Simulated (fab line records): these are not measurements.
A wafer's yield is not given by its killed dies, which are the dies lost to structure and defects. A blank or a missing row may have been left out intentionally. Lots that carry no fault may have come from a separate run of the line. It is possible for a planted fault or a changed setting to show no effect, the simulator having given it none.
fab line records -- flow n5-finfet
record lots=12, wafers=36, last-day=17
route steps=1938 shown BEOL_M0@746 MIM_TOP@1836 MIM_TOP_LITHO@1848 PASSIVATION@1909
lots with no fault: from the same line, run without faults
start-h: hours from the record's first day to the start of the lot's first wafer shown -- wait-h: hours since the lot's step before -- " as in the row above -- L1.1+2: several wafers, shown together as one row -- - no value present, or no start provided -- * or withheld: withheld -- < > ~ a bound
route shown NAME@n: a module of which the file shows steps, and the number in the route of the first -- usual: average and standard deviation across the fault-free wafers -- same: alike in all rows -- chamber/n: place in a boat -- sites: readings site by site -- _std_site: standard deviation of those values -- _edge_site: the outer-site mean with the inner-site mean subtracted -- radius-mm: for every site, how far away it sits from the centre of the wafer -- mask NAME#n: copy n -- behind: the most recent tool/chamber to have shaped the wafer -- hold: cause of the lot's hold/its duration in hours/its outcome -- device: names the non-switching transistor (n, p or np) -- end of line: the tests these same wafers got at the end of their route -- step lacking rows: just its recipe -- killed: not the wafer's yield, but the dies lost to structure and defects at the first sort -- map: per-die view of a wafer (x killed, . not killed, _ where there is no die)
set.NAME: the run value of the setting; set.NAME@STEP: its run value at that earlier step -- model.NAME: the simulator's own value behind a step, which no gauge read
route steps across a sampled set of lots; one table per step, one row per wafer
services: when a tool's chamber went out of use (start-h, in hours from the record's first day, below 0 if earlier), for how many hours, and the reason
## steps
# step N5_BEOL_M0_CO_CAP_123
# recipe material=Co, target-thk-a=20, temp-c=200, precursor=CCTBA/H2, pressure-torr=30, time-s=102.1
# usual heater-power-w=224/19
lot.wafer,tool,chamber,start-h,wait-h,heater-power-w
L449.1,cvd-co-02,1,134.04,0.0,237
L449.3,cvd-co-02,2,134.04,0.0,236
L449.5,cvd-co-02,2,134.04,0.0,242
L452.1,cvd-co-01,2,150.12,0.0,246
L452.2,cvd-co-01,0,150.12,0.0,231
L452.4,cvd-co-01,0,150.12,0.0,226
L453.2,cvd-co-01,1,154.14,0.0,213
L453.4,cvd-co-01,0,154.14,0.0,230
L453.5,cvd-co-01,2,154.14,0.0,248
L455.1,cvd-co-01,2,165.58,0.0,236
L455.4,cvd-co-01,1,165.58,0.0,213
L455.6,cvd-co-01,0,165.58,0.0,230
L456.2,cvd-co-02,2,171.86,0.0,240
L456.4,cvd-co-02,0,171.86,0.0,192
L456.6,cvd-co-02,1,171.86,0.0,230
L460.1,cvd-co-01,0,196.45,0.0,227
L460.2,cvd-co-01,2,196.45,0.0,231
L460.5,cvd-co-01,2,196.45,0.0,243
L461.3,cvd-co-01,1,201.84,0.0,213
L461.4,cvd-co-01,0,201.84,0.0,236
L461.6,cvd-co-01,2,201.84,0.0,237
L462.1,cvd-co-02,2,210.66,0.0,234
L462.3,cvd-co-02,0,210.66,0.0,191
L462.4,cvd-co-02,1,210.66,0.0,230
L464.1,cvd-co-02,1,224.29,0.0,232
L464.4,cvd-co-02,2,224.29,0.0,242
L464.5,cvd-co-02,0,224.29,0.0,188
L465.1,cvd-co-01,0,228.86,0.0,227
L465.2,cvd-co-01,1,228.86,0.0,215
L465.5,cvd-co-01,2,228.86,0.0,239
L466.1,cvd-co-01,1,232.37,0.0,208
L466.3,cvd-co-01,2,232.37,0.0,235
L466.4,cvd-co-01,1,232.37,0.0,207
L467.2,cvd-co-01,0,247.52,0.0,234
L467.3,cvd-co-01,2,247.52,0.0,238
L467.6,cvd-co-01,2,247.52,0.0,243
# step N5_MIM_TOP_ALD_02
# recipe material=Al2O3, target-thk-a=*, temp-c=withheld, ald-precursor-family=TMA, ald-co-reactant=O3, pulse-time-s=withheld, purge-time-s=3, co-reactant-purge-time-s=withheld, co-reactant-pulse-time-s=3, ald-cycles=withheld
# usual precursor-pulse-height-rel=1.002/0.021
lot.wafer,tool,chamber,start-h,wait-h,precursor-pulse-height-rel
L449.1,ald-hk-03,0,-,-,0.995
L449.3,ald-hk-03,1,-,-,0.987
L449.5,ald-hk-03,2,-,-,0.964
L452.1,ald-hk-02,0,-,-,1.010
L452.2,ald-hk-02,3,-,-,1.037
L452.4,ald-hk-02,1,-,-,0.993
L453.2,ald-hk-01,3,-,-,0.980
L453.4,ald-hk-01,1,-,-,0.988
L453.5,ald-hk-01,0,-,-,1.008
L456.2,ald-hk-03,3,-,-,1.044
L456.4,ald-hk-03,0,-,-,0.985
L456.6,ald-hk-03,2,-,-,1.005
L455.1,ald-hk-03,3,-,-,1.024
L455.4,ald-hk-03,0,-,-,0.997
L455.6,ald-hk-03,2,-,-,0.984
L460.1,ald-hk-03,3,-,-,1.000
L460.2,ald-hk-03,2,-,-,0.996
L460.5,ald-hk-03,0,-,-,0.990
L461.3,ald-hk-03,3,-,-,0.966
L461.4,ald-hk-03,0,-,-,1.011
L461.6,ald-hk-03,0,-,-,1.005
L462.1,ald-hk-01,0,-,-,1.033
L462.3,ald-hk-01,2,-,-,0.997
L462.4,ald-hk-01,3,-,-,1.008
L464.1,ald-hk-03,1,-,-,1.013
L464.4,ald-hk-03,3,-,-,0.961
L464.5,ald-hk-03,2,-,-,1.019
L466.1,ald-hk-01,3,-,-,1.015
L466.3,ald-hk-01,1,-,-,1.006
L466.4,ald-hk-01,0,-,-,0.980
L465.1,ald-hk-03,1,-,-,0.980
L465.2,ald-hk-03,2,-,-,1.027
L465.5,ald-hk-03,1,-,-,0.988
L467.2,ald-hk-03,2,-,-,0.990
L467.3,ald-hk-03,0,-,-,1.023
L467.6,ald-hk-03,1,-,-,1.042
# step N5_MIM_TOP_LITHO_OVL_MEAS_11
# recipe points-per-wafer=44
# usual MIM_TOP_OVL=1/6.1
lot.wafer,tool,chamber,start-h,wait-h,MIM_TOP_OVL[nm]
L449.1,overlay-02,0,275.56,0.0,1
L449.3,overlay-02,0,275.56,0.0,4
L449.5,overlay-02,0,275.56,0.0,0
L452.1,overlay-02,0,276.98,0.0,5
L452.2,overlay-02,0,276.98,0.0,6
L452.4,overlay-02,0,276.98,0.0,4
L453.2,overlay-01,0,282.29,0.0,-1
L453.4,overlay-01,0,282.29,0.0,1
L453.5,overlay-01,0,282.29,0.0,-1
L456.2,overlay-02,0,291.47,0.0,-2
L456.4,overlay-02,0,291.47,0.0,4
L456.6,overlay-02,0,291.47,0.0,-1
L455.1,overlay-01,0,298.48,0.0,-3
L455.4,overlay-01,0,298.48,0.0,3
L455.6,overlay-01,0,298.48,0.0,-3
L460.1,overlay-01,0,332.56,0.0,-10
L460.2,overlay-01,0,332.56,0.0,-2
L460.5,overlay-01,0,332.56,0.0,-8
L461.3,overlay-02,0,336.87,0.0,5
L461.4,overlay-02,0,336.87,0.0,13
L461.6,overlay-02,0,336.87,0.0,9
L462.1,overlay-02,0,343.65,0.0,-4
L462.3,overlay-02,0,343.65,0.0,3
L462.4,overlay-02,0,343.65,0.0,-1
L464.1,overlay-02,0,367.30,0.0,6
L464.4,overlay-02,0,367.30,0.0,-3
L464.5,overlay-02,0,367.30,0.0,0
L466.1,overlay-01,0,371.73,0.0,2
L466.3,overlay-01,0,371.73,0.0,1
L466.4,overlay-01,0,371.73,0.0,-5
L465.1,overlay-02,0,381.27,0.0,10
L465.2,overlay-02,0,381.27,0.0,3
L465.5,overlay-02,0,381.27,0.0,12
L467.2,overlay-01,0,388.68,0.0,-7
L467.3,overlay-01,0,388.68,0.0,3
L467.6,overlay-01,0,388.68,0.0,-2
# step N5_PASSIVATION_AL_ETCH_33
# recipe chemistry=Cl2/BCl3, target-depth-a=28000, over-etch-frac=0.15, Cl2_flow_sccm=180, bcl3-flow-sccm=60, target=Al, stop-on=TaN, time-s=466.7, ion-energy-ev=100, pressure-mtorr=10, icp-w=900, bias-w=100
# usual drypump-motor-current-A=5.4/0.5, oes-product-au=0.71/0.072, throttle-valve-pct=34.4/0.33
lot.wafer,tool,chamber,start-h,wait-h,drypump-motor-current-A,oes-product-au,rf-hours-counter-h,throttle-valve-pct
L452.1,rie-metal-02,0,281.84,0.1,5.4,0.58,108,34.8
L452.2,rie-metal-02,1,281.84,0.1,5.6,0.55,120,34.5
L452.4,rie-metal-02,0,281.84,0.1,5.4,0.57,-,34.8
L449.1,rie-metal-01,0,282.22,0.1,5.9,0.71,35,34.6
L449.3,rie-metal-01,1,282.22,0.1,5.1,0.74,-,34.5
L449.5,rie-metal-01,1,282.22,0.1,5.1,0.75,-,34.5
L453.2,rie-metal-01,0,287.80,0.1,5.9,0.70,36,34.7
L453.4,rie-metal-01,0,287.80,0.1,5.9,0.69,-,34.7
L453.5,rie-metal-01,0,287.80,0.1,5.9,0.69,-,34.7
L456.2,rie-metal-01,0,296.95,0.1,5.9,0.68,37,34.7
L456.4,rie-metal-01,1,296.95,0.1,5.1,0.75,-,34.5
L456.6,rie-metal-01,1,296.95,0.1,5.1,0.75,-,34.5
L455.1,rie-metal-03,1,302.67,0.1,4.8,0.74,29,34.1
L455.4,rie-metal-03,1,302.67,0.1,4.8,0.74,-,34.1
L455.6,rie-metal-03,1,302.67,0.1,4.8,0.73,-,34.1
L460.1,rie-metal-01,0,337.19,0.1,5.9,0.68,41,34.7
L460.2,rie-metal-01,1,337.19,0.1,5.1,0.73,26,34.5
L460.5,rie-metal-01,0,337.19,0.1,6.0,0.68,-,34.7
L461.3,rie-metal-01,1,344.21,0.2,5.1,0.74,-,34.5
L461.4,rie-metal-01,0,344.21,0.2,5.9,0.68,-,34.7
L461.6,rie-metal-01,1,344.21,0.2,5.1,0.74,-,34.5
L462.1,rie-metal-01,1,348.24,0.1,5.1,0.75,28,34.5
L462.3,rie-metal-01,0,348.24,0.1,5.9,0.68,-,34.6
L462.4,rie-metal-01,1,348.24,0.1,5.1,0.73,-,34.5
L464.1,rie-metal-02,0,372.47,0.1,5.4,0.89,1,34.4
L464.4,rie-metal-02,1,372.47,0.1,5.6,0.85,-,34.6
L464.5,rie-metal-02,1,372.47,0.1,5.6,0.84,-,34.6
L466.1,rie-metal-03,0,376.11,0.1,6.3,0.75,19,33.6
L466.3,rie-metal-03,0,376.11,0.1,6.3,0.76,-,33.6
L466.4,rie-metal-03,1,376.11,0.1,4.8,0.71,-,34.1
L465.1,rie-metal-02,0,387.82,0.1,5.4,0.86,2,34.4
L465.2,rie-metal-02,1,387.82,0.1,5.6,0.81,7,34.7
L465.5,rie-metal-02,1,387.82,0.1,5.6,0.82,-,34.6
L467.2,rie-metal-03,0,393.22,0.1,6.4,0.74,21,33.6
L467.3,rie-metal-03,0,393.22,0.1,6.4,0.74,-,33.6
L467.6,rie-metal-03,0,393.22,0.1,6.4,0.74,-,33.6
# step N5_PASSIVATION_PROBE_49
# usual defect-limited-yield=91.0/1.5, killed_at_M0_to_M3=34/11, killed_at_M4_up=14/5.3, killed-at-contacts=13/7, killed-at-front-end=41/13, killed-at-other=4/3.1, killed-dies=106/17, killed-open=70/12, killed-short=35/8, sort_bin_5_function=5.2/0.98, sort_bin_6_memory=3.4/0.69, sort_bin_8_speed=0.00/0.007, sort-n-pass=1074/17, sort-yield-pct=91.0/1.5
# same gross-dies=1180, killed-at-back-side=0, sort_bin_4_leakage[%]=0
lot.wafer,tool,chamber,start-h,wait-h,defect-limited-yield[%],killed_at_M0_to_M3,killed_at_M4_up,killed-at-contacts,killed-at-front-end,killed-at-other,killed-dies,killed-open,killed-short,sort_bin_5_function[%],sort_bin_6_memory[%],sort_bin_8_speed[%],sort-n-pass,sort-yield-pct[%]
L452.1,prober-01,-,286.73,0.0,89.3,75,14,10,21,6,126,87,39,5.8,4.2,0,1054,89.3
L452.2,prober-01,-,286.78,0.1,91.5,41,16,17,24,2,100,73,27,4.8,3.6,0,1080,91.5
L452.4,prober-01,-,286.88,0.2,90.7,41,20,8,37,4,110,72,38,5.6,3.5,0,1070,90.7
L449.1,prober-01,-,287.03,0.1,89.6,34,15,20,44,10,123,88,34,6.9,3.2,0,1057,89.6
L449.3,prober-01,-,287.13,0.2,87.0,27,17,17,89,3,153,113,40,7.7,4.8,0,1027,87.0
L449.5,prober-01,-,287.23,0.3,87.0,42,12,26,67,6,153,106,47,8.1,4.6,0,1027,87.0
L453.2,prober-01,-,292.78,0.1,89.4,31,32,12,38,12,125,74,49,5.5,4.4,0,1055,89.4
L453.4,prober-01,-,292.88,0.2,91.8,37,16,10,32,2,97,63,34,4.4,3.4,0,1083,91.8
L453.5,prober-01,-,292.93,0.2,90.5,42,28,9,29,4,112,72,39,5.1,4.1,0,1068,90.5
L456.2,prober-01,-,302.56,0.1,91.1,36,23,17,26,3,105,77,28,5.4,3.4,0,1075,91.1
L456.4,prober-01,-,302.66,0.2,91.0,50,20,9,25,2,106,58,46,5.3,3.1,0,1074,91.0
L456.6,prober-01,-,302.76,0.3,90.8,34,22,11,40,1,108,71,37,4.9,4.0,0,1072,90.8
L455.1,prober-02,-,307.90,0.0,92.6,30,14,12,30,1,87,58,24,3.7,3.1,0,1093,92.6
L455.4,prober-02,-,308.05,0.2,91.6,31,14,24,30,0,99,72,27,4.3,4.0,0,1081,91.6
L455.6,prober-02,-,308.15,0.3,89.2,35,18,15,58,1,127,85,42,6.2,4.2,0,1053,89.2
L460.1,prober-02,-,341.91,0.0,91.4,31,12,10,43,6,102,69,33,5.3,3.1,0,1078,91.4
L460.2,prober-02,-,341.96,0.1,88.9,48,21,9,51,2,131,89,42,6.8,3.7,0,1049,88.9
L460.5,prober-02,-,342.11,0.2,91.8,23,20,6,43,5,97,55,39,4.8,3.0,0,1083,91.8
L461.3,prober-02,-,349.07,0.1,90.9,38,18,22,24,5,107,72,35,5.5,3.1,0,1073,90.9
L461.6,prober-02,-,349.22,0.3,90.9,37,15,13,37,5,107,69,37,5.4,3.4,0,1073,90.9
L462.1,prober-01,-,353.06,0.0,91.1,28,16,33,27,1,105,77,25,4.8,3.7,0,1075,91.1
L462.3,prober-01,-,353.16,0.1,91.7,24,32,8,29,5,98,59,31,4.6,3.1,0,1082,91.7
L462.4,prober-01,-,353.21,0.2,88.9,38,26,9,58,0,131,88,41,6.9,3.8,0,1049,88.9
L464.1,prober-02,-,377.16,0.0,89.4,43,12,13,54,3,125,78,45,6.5,3.7,0,1055,89.4
L464.4,prober-02,-,377.31,0.2,90.3,40,10,20,40,4,114,71,41,4.8,4.1,0,1066,90.3
L464.5,prober-02,-,377.36,0.2,91.1,41,9,28,25,2,105,73,31,5.1,3.6,0,1075,91.1
L466.1,prober-02,-,380.97,0.0,80.9,152,13,25,28,7,225,76,35,12.5,4.2,80.93,0,0
L466.3,prober-02,-,381.07,0.1,82.7,149,15,15,24,1,204,56,24,11.4,4.0,82.71,0,0
L466.4,prober-02,-,381.12,0.2,81.9,128,7,26,51,2,214,76,36,12.0,4.1,81.86,0,0
L465.1,prober-02,-,392.62,0.0,90.6,45,6,10,44,6,111,64,47,6.3,3.0,0,1069,90.6
L465.2,prober-02,-,392.67,0.1,91.0,37,11,17,32,9,106,76,29,5.0,3.6,0,1074,91.0
L465.5,prober-02,-,392.82,0.2,91.0,32,14,23,32,5,106,63,42,5.5,3.3,0,1074,91.0
L467.2,prober-01,-,398.00,0.1,84.4,108,17,8,45,6,184,66,34,9.5,4.2,84.41,0,0
L467.3,prober-01,-,398.05,0.1,82.0,150,11,8,42,1,212,64,38,10.8,4.7,82.03,0,0
L467.6,prober-01,-,398.20,0.3,80.7,164,14,18,32,0,228,82,38,13.6,4.0,80.68,0,0
# killed by level:class
L452.1 BEOL_M2:geometric-particle:open=22 BEOL_M0_SAQP:geometric-particle:open=17 BEOL_M0_SAQP:geometric-particle:short=17 MOL_CONTACT_COAG:geometric-particle:open=10 BEOL_M4:geometric-particle:open=9 BEOL_M0:geometric-particle:open=7 BEOL_M1:geometric-particle:open=4 BEOL_M3:geometric-particle:open=4
L452.2 MOL_CONTACT_COAG:geometric-particle:open=14 BEOL_M3:geometric-particle:open=12 FIN_SAQP:geometric-particle:short=7 FIN_SAQP:geometric-particle:open=7 BEOL_M0_SAQP:geometric-particle:open=7 BEOL_M0_SAQP:geometric-particle:short=6 BEOL_M2:geometric-particle:open=6 BEOL_M4:geometric-particle:open=6
L452.4 BEOL_M4:geometric-particle:open=15 STI_FIN_REVEAL:geometric-particle:open=10 BEOL_M2:geometric-particle:open=9 BEOL_M0_SAQP:geometric-particle:short=9 BEOL_M0_SAQP:geometric-particle:open=9 MOL_CONTACT_COAG:geometric-particle:open=6 FIN_SAQP:geometric-particle:short=5 BEOL_M1:geometric-particle:open=5
L449.1 STI_FIN_REVEAL:geometric-particle:open=16 MOL_CONTACT_COAG:geometric-particle:open=16 BEOL_M2:geometric-particle:open=9 BEOL_M0_SAQP:geometric-particle:open=7 BEOL_M0_SAQP:geometric-particle:short=5 BEOL_M4:geometric-particle:open=5 FIN_SAQP:geometric-particle:short=4 MOL_CONTACT_COAG:geometric-particle:short=4
L449.3 STI_FIN_REVEAL:geometric-particle:open=44 MOL_CONTACT_COAG:geometric-particle:open=14 STI_FIN_REVEAL:geometric-particle:short=11 BEOL_M4:geometric-particle:open=10 BEOL_M3:geometric-particle:open=9 FIN_SAQP:geometric-particle:open=7 BEOL_M0_SAQP:geometric-particle:short=7 FIN_SAQP:geometric-particle:short=6
L449.5 STI_FIN_REVEAL:geometric-particle:open=32 MOL_CONTACT_COAG:geometric-particle:open=20 STI_FIN_REVEAL:geometric-particle:short=14 BEOL_M0_SAQP:geometric-particle:open=14 BEOL_M4:geometric-particle:open=10 BEOL_M0_SAQP:geometric-particle:short=9 MOL_CONTACT_COAG:geometric-particle:short=6 BEOL_M1:geometric-particle:open=6
L453.2 BEOL_M0_SAQP:geometric-particle:short=14 BEOL_M4:geometric-particle:open=11 BEOL_M3:geometric-particle:open=9 MOL_CONTACT_COAG:geometric-particle:open=8 DUMMY_GATE:geometric-particle:open=6 BEOL_M4:geometric-particle:short=6 FIN_SAQP:geometric-particle:short=5 BEOL_M5:geometric-particle:open=5
L453.4 BEOL_M0_SAQP:geometric-particle:open=9 MOL_CONTACT_COAG:geometric-particle:open=8 BEOL_M4:geometric-particle:open=8 FIN_SAQP:geometric-particle:short=6 STI_FIN_REVEAL:geometric-particle:open=6 BEOL_M3:geometric-particle:open=6 FIN_SAQP:geometric-particle:open=5 GATE_CUT:geometric-particle:short=5
L453.5 BEOL_M4:geometric-particle:open=20 BEOL_M3:geometric-particle:open=19 BEOL_M3:geometric-particle:short=12 FIN_SAQP:geometric-particle:short=9 MOL_CONTACT_COAG:geometric-particle:open=6 BEOL_M1:geometric-particle:open=4 GATE_CUT:geometric-particle:open=3 GATE_CUT:geometric-particle:short=3
L456.2 MOL_CONTACT_COAG:geometric-particle:open=15 BEOL_M3:geometric-particle:open=10 BEOL_M1:geometric-particle:open=8 BEOL_M0_SAQP:geometric-particle:open=7 FIN_SAQP:geometric-particle:open=6 GATE_CUT:geometric-particle:short=6 BEOL_M4:geometric-particle:open=6 STARTING-WAFER:geometric-particle:short=5
L456.4 BEOL_M0_SAQP:geometric-particle:short=20 BEOL_M0_SAQP:geometric-particle:open=11 MOL_CONTACT_COAG:geometric-particle:open=8 BEOL_M3:geometric-particle:open=7 FIN_SAQP:geometric-particle:short=6 BEOL_M1:geometric-particle:open=6 STI_FIN_REVEAL:geometric-particle:open=5 BEOL_M4:geometric-particle:short=5
L456.6 FIN_SAQP:geometric-particle:open=18 BEOL_M0_SAQP:geometric-particle:short=15 BEOL_M5:geometric-particle:open=9 MOL_CONTACT_COAG:geometric-particle:open=6 BEOL_M0_SAQP:geometric-particle:open=6 STI_FIN_REVEAL:geometric-particle:open=5 MOL_CONTACT_COAG:geometric-particle:short=5 BEOL_M1:geometric-particle:open=4
L455.1 MOL_CONTACT_COAG:geometric-particle:open=10 BEOL_M0_SAQP:geometric-particle:open=8 BEOL_M0_SAQP:geometric-particle:short=6 BEOL_M3:geometric-particle:open=6 FIN_SAQP:geometric-particle:open=5 STI_FIN_REVEAL:geometric-particle:open=5 BEOL_M2:geometric-particle:open=5 BEOL_M4:geometric-particle:open=4
L455.4 MOL_CONTACT_COAG:geometric-particle:open=18 BEOL_M0_SAQP:geometric-particle:open=9 FIN_SAQP:geometric-particle:open=7 MOL_CONTACT_COAG:geometric-particle:short=6 BEOL_M0_SAQP:geometric-particle:short=6 BEOL_M1:geometric-particle:open=6 BEOL_M4:geometric-particle:open=6 BEOL_M2:geometric-particle:open=5
L455.6 STI_FIN_REVEAL:geometric-particle:open=26 MOL_CONTACT_COAG:geometric-particle:open=14 BEOL_M1:geometric-particle:open=10 BEOL_M0_SAQP:geometric-particle:short=10 STI_FIN_REVEAL:geometric-particle:short=5 BEOL_M0_SAQP:geometric-particle:open=5 FIN_SAQP:geometric-particle:short=4 GATE_CUT:geometric-particle:short=4
L460.1 BEOL_M2:geometric-particle:open=13 FIN_SAQP:geometric-particle:open=8 STI_FIN_REVEAL:geometric-particle:open=8 MOL_CONTACT_COAG:geometric-particle:open=7 DUMMY_GATE:geometric-particle:open=6 FIN_SAQP:geometric-particle:short=5 BEOL_M2:geometric-particle:short=4 STARTING-WAFER:geometric-particle:short=4
L460.2 BEOL_M2:geometric-particle:open=12 FIN_SAQP:geometric-particle:short=11 BEOL_M1:geometric-particle:open=10 MOL_CONTACT_COAG:geometric-particle:open=9 BEOL_M4:geometric-particle:open=9 STI_FIN_REVEAL:geometric-particle:open=8 GATE_CUT:geometric-particle:short=7 GATE_CUT:geometric-particle:open=7
L460.5 FIN_SAQP:geometric-particle:short=9 STI_FIN_REVEAL:geometric-particle:open=8 BEOL_M4:geometric-particle:open=8 BEOL_M2:geometric-particle:open=7 MOL_CONTACT_COAG:geometric-particle:open=5 BEOL_M2:geometric-particle:short=4 BEOL_M3:geometric-particle:open=4 BEOL_M6:geometric-particle:open=4
L461.3 MOL_CONTACT_COAG:geometric-particle:open=15 BEOL_M3:geometric-particle:open=11 BEOL_M4:geometric-particle:open=11 BEOL_M0_SAQP:geometric-particle:short=8 STI_FIN_REVEAL:geometric-particle:open=7 MOL_CONTACT_COAG:geometric-particle:short=7 BEOL_M2:geometric-particle:open=7 BEOL_M1:geometric-particle:open=5
L461.6 MOL_CONTACT_COAG:geometric-particle:open=10 FIN_SAQP:geometric-particle:open=8 BEOL_M2:geometric-particle:open=8 BEOL_M3:geometric-particle:open=8 ILD0:geometric-particle:short=7 BEOL_M0_SAQP:geometric-particle:short=7 FIN_SAQP:geometric-particle:short=6 BEOL_M1:geometric-particle:open=6
L462.1 MOL_CONTACT_COAG:geometric-particle:open=27 BEOL_M4:geometric-particle:open=11 BEOL_M2:geometric-particle:open=8 BEOL_M1:geometric-particle:open=6 MOL_CONTACT_COAG:geometric-particle:short=6 BEOL_M3:geometric-particle:open=6 ILD0:geometric-particle:short=5 BEOL_M0_SAQP:geometric-particle:open=4
L462.3 BEOL_M4:geometric-particle:open=19 FIN_SAQP:geometric-particle:open=10 MOL_CONTACT_COAG:geometric-particle:open=6 BEOL_M4:geometric-particle:short=5 HKMG_FIN:area-etch=5 BEOL_M0_SAQP:geometric-particle:short=4 BEOL_M0_SAQP:geometric-particle:open=4 BEOL_M2:geometric-particle:short=4
L462.4 FIN_SAQP:geometric-particle:open=20 BEOL_M4:geometric-particle:open=13 STI_FIN_REVEAL:geometric-particle:open=9 MOL_CONTACT_COAG:geometric-particle:open=8 BEOL_M0:geometric-particle:short=7 BEOL_M2:geometric-particle:open=7 FIN_SAQP:geometric-particle:short=6 DUMMY_GATE:geometric-particle:open=6
L464.1 STI_FIN_REVEAL:geometric-particle:open=14 BEOL_M2:geometric-particle:open=14 FIN_SAQP:geometric-particle:short=11 MOL_CONTACT_COAG:geometric-particle:open=11 BEOL_M2:geometric-particle:short=7 BEOL_M3:geometric-particle:open=6 STARTING-WAFER:geometric-particle:short=6 BEOL_M0_SAQP:geometric-particle:open=5
L464.4 FIN_SAQP:geometric-particle:short=13 MOL_CONTACT_COAG:geometric-particle:open=12 BEOL_M3:geometric-particle:open=11 BEOL_M2:geometric-particle:open=10 MOL_CONTACT_COAG:geometric-particle:short=8 BEOL_M0_SAQP:geometric-particle:open=7 FIN_SAQP:geometric-particle:open=6 BEOL_M1:geometric-particle:open=5
L464.5 MOL_CONTACT_COAG:geometric-particle:open=22 BEOL_M2:geometric-particle:open=10 BEOL_M3:geometric-particle:open=8 MOL_CONTACT_COAG:geometric-particle:short=6 FIN_SAQP:geometric-particle:open=5 BEOL_M0:geometric-particle:open=5 DUMMY_GATE:geometric-particle:open=4 BEOL_M0_SAQP:geometric-particle:short=4
L466.1 BEOL_M0:unspecified=113 MOL_CONTACT_COAG:geometric-particle:open=22 BEOL_M0_SAQP:geometric-particle:open=13 FIN_SAQP:geometric-particle:short=10 BEOL_M0_SAQP:geometric-particle:short=10 BEOL_M1:geometric-particle:open=8 BEOL_M4:geometric-particle:open=6 FIN_SAQP:geometric-particle:open=4
L466.3 BEOL_M0:unspecified=124 MOL_CONTACT_COAG:geometric-particle:open=10 BEOL_M1:geometric-particle:open=10 BEOL_M4:geometric-particle:open=9 FIN_SAQP:geometric-particle:open=8 STI_FIN_REVEAL:geometric-particle:open=8 MOL_CONTACT_COAG:geometric-particle:short=5 BEOL_M0_SAQP:geometric-particle:short=5
L466.4 BEOL_M0:unspecified=98 MOL_CONTACT_COAG:geometric-particle:open=23 FIN_SAQP:geometric-particle:short=10 STI_FIN_REVEAL:geometric-particle:open=10 BEOL_M1:geometric-particle:open=8 FIN_SAQP:geometric-particle:open=6 BEOL_M0_SAQP:geometric-particle:short=6 GATE_CUT:geometric-particle:open=5
L465.1 DUMMY_GATE:geometric-particle:open=12 BEOL_M0_SAQP:geometric-particle:short=12 BEOL_M1:geometric-particle:open=10 STI_FIN_REVEAL:geometric-particle:open=7 GATE_CUT:geometric-particle:short=7 MOL_CONTACT_COAG:geometric-particle:open=7 BEOL_M0_SAQP:geometric-particle:open=6 FIN_SAQP:geometric-particle:open=5
L465.2 BEOL_M0_SAQP:geometric-particle:open=13 MOL_CONTACT_COAG:geometric-particle:open=10 STI_FIN_REVEAL:geometric-particle:open=8 FIN_SAQP:geometric-particle:open=7 MOL_CONTACT_COAG:geometric-particle:short=7 BEOL_M4:geometric-particle:open=6 BEOL_M1:geometric-particle:open=5 GATE_CUT:geometric-particle:short=4
L465.5 MOL_CONTACT_COAG:geometric-particle:open=19 GATE_CUT:geometric-particle:short=7 BEOL_M0_SAQP:geometric-particle:open=7 BEOL_M4:geometric-particle:open=6 BEOL_M0_SAQP:geometric-particle:short=5 BEOL_M3:geometric-particle:open=5 GATE_CUT:geometric-particle:open=4 MOL_CONTACT_COAG:geometric-particle:short=4
L467.2 BEOL_M0:unspecified=84 FIN_SAQP:geometric-particle:open=19 FIN_SAQP:geometric-particle:short=9 MOL_CONTACT_COAG:geometric-particle:open=7 BEOL_M2:geometric-particle:open=6 BEOL_M4:geometric-particle:short=6 BEOL_M0_SAQP:geometric-particle:short=5 BEOL_M4:geometric-particle:open=5
L467.3 BEOL_M0:unspecified=109 BEOL_M0_SAQP:geometric-particle:short=14 FIN_SAQP:geometric-particle:open=13 BEOL_M2:geometric-particle:open=9 FIN_SAQP:geometric-particle:short=7 BEOL_M0:geometric-particle:open=6 DUMMY_GATE:geometric-particle:open=5 MOL_CONTACT_COAG:geometric-particle:open=5
L467.6 BEOL_M0:unspecified=107 BEOL_M0_SAQP:geometric-particle:open=17 BEOL_M0_SAQP:geometric-particle:short=12 MOL_CONTACT_COAG:geometric-particle:open=11 BEOL_M2:geometric-particle:open=10 FIN_SAQP:geometric-particle:open=9 STI_FIN_REVEAL:geometric-particle:open=7 MOL_CONTACT_COAG:geometric-particle:short=7
## services
tool,chamber,start-h,hours,kind
rie-metal-03,-,123.91,0.3,repair
cvd-co-01,1,131.89,-,clean
cvd-co-01,1,131.89,22.0,scheduled-down
cvd-co-01,1,131.89,22.0,vent-cycle
rie-metal-02,-,166.55,2.8,pm
rie-metal-01,1,176.03,10.8,repair
rie-metal-03,0,196.89,10.6,repair
rie-metal-02,0,221.71,10.9,repair
ald-hk-02,-,225.91,2.8,pm
rie-metal-01,1,271.26,6.8,repair
rie-metal-03,0,273.61,97.5,repair
rie-metal-02,1,282.34,-,clean
rie-metal-02,1,282.34,22.9,scheduled-down
cvd-co-01,1,294.20,6.8,repair
ald-hk-03,-,299.61,1.1,repair
cvd-co-02,2,309.02,3.3,repair
ald-hk-02,-,314.82,2.5,repair
cvd-co-02,2,326.77,5.5,repair
cvd-co-02,1,333.35,-,clean
cvd-co-02,1,333.35,22.0,scheduled-down
cvd-co-02,1,333.35,22.0,vent-cycle
ald-hk-03,-,343.62,2.5,repair
ald-hk-03,-,382.19,0.8,repair
cvd-co-02,-,386.08,6.9,pm
## key
first-sign step=N5_PASSIVATION_PROBE_49, reading=killed_at_M0_to_M3, direction=up, sigmas=9.5, usual=34, struck=142
effect step=N5_PASSIVATION_PROBE_49, reading=defect-limited-yield, direction=down, sigmas=6.1, usual=91.0, struck=82.1
more-kills-born-at N5_BEOL_M0_CO_CAP_123@cvd-co-01=635
met-at N5_BEOL_M0_CO_CAP_123
struck-lots L466,L467
not-acting-at N5_MIM_TOP_ALD_02,N5_MIM_TOP_LITHO_OVL_MEAS_11,N5_PASSIVATION_AL_ETCH_33
onset-between 228.86 232.37
earlier-fault kind=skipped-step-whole, tool=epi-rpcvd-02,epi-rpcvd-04, chamber=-, onset-h=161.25, steps=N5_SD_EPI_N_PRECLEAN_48, scope=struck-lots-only
earlier-fault kind=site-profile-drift, tool=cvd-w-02, chamber=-, onset-h=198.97, steps=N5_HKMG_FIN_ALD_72, basis=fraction, max-abs-drift=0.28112, slope-share-per-hr=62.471, site-pattern=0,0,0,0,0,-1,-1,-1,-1
fault kind=chamber-particle-source, tool=cvd-co-01, chamber=-, onset-h=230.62, steps=N5_BEOL_M0_CO_CAP_123, rate-per-visit-cm2=0.65627
